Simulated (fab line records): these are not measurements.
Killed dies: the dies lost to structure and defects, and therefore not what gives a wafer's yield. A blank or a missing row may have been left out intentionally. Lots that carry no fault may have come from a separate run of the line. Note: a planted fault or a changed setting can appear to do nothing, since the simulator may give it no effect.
Which tool did it? || flow n5Finfet || 18 wafers sampled from 6 lots at 1 step of a route of 1938

WHAT THE GAUGES SHOWED, per wafer
N5_BEOL_M8_OCD_MEAS_38.
{"lot": "L337", "measured": "day 9 22:10", "on": "ocd-02", "trenchDepthNm (nm)": "92.1 92.0 93.9"}
{"lot": "L339", "measured": "day 10 11:06", "on": "ocd-02", "trenchDepthNm (nm)": "95.2 91.7 94.8"}
{"lot": "L343", "measured": "day 11 11:17", "on": "ocd-02", "trenchDepthNm (nm)": "92.0 92.1 93.6"}
{"lot": "L352", "measured": "day 14 01:38", "on": "ocd-02", "trenchDepthNm (nm)": "91.9 90.9 92.7"}
{"lot": "L358", "measured": "day 15 19:07", "on": "ocd-01", "trenchDepthNm (nm)": "91.7 92.8 94.3"}
{"lot": "L359", "measured": "day 16 05:18", "on": "ocd-01", "trenchDepthNm (nm)": "93.0 93.8 93.2"}

WHAT TOOL EACH LOT RAN ON (gives the tool, then ch and the chambers of the sampled wafers, and finally the start)
Before these readings, the record contains no process step.

THE ANSWER, worked out from the rows above alone
Rule: usual is defined by the lots themselves. Put in order of their means at a reading, lots are off if they are a third of the lots or fewer, leave a main group of 4 or more, and stand apart from it by a gap of 3 or more times the standard deviation of the main group's means; of several such gaps the widest counts. Not used: any main group whose means are identical at the precision the tables above print for the reading. A lot without any number at a reading at which 4 lots or more have one is off too. All remaining lots with rows at the step are treated as sound.
No lot is off on any of the readings shown, so nothing can be concluded from this.

WHAT THE SIMULATOR HAD PUT IN
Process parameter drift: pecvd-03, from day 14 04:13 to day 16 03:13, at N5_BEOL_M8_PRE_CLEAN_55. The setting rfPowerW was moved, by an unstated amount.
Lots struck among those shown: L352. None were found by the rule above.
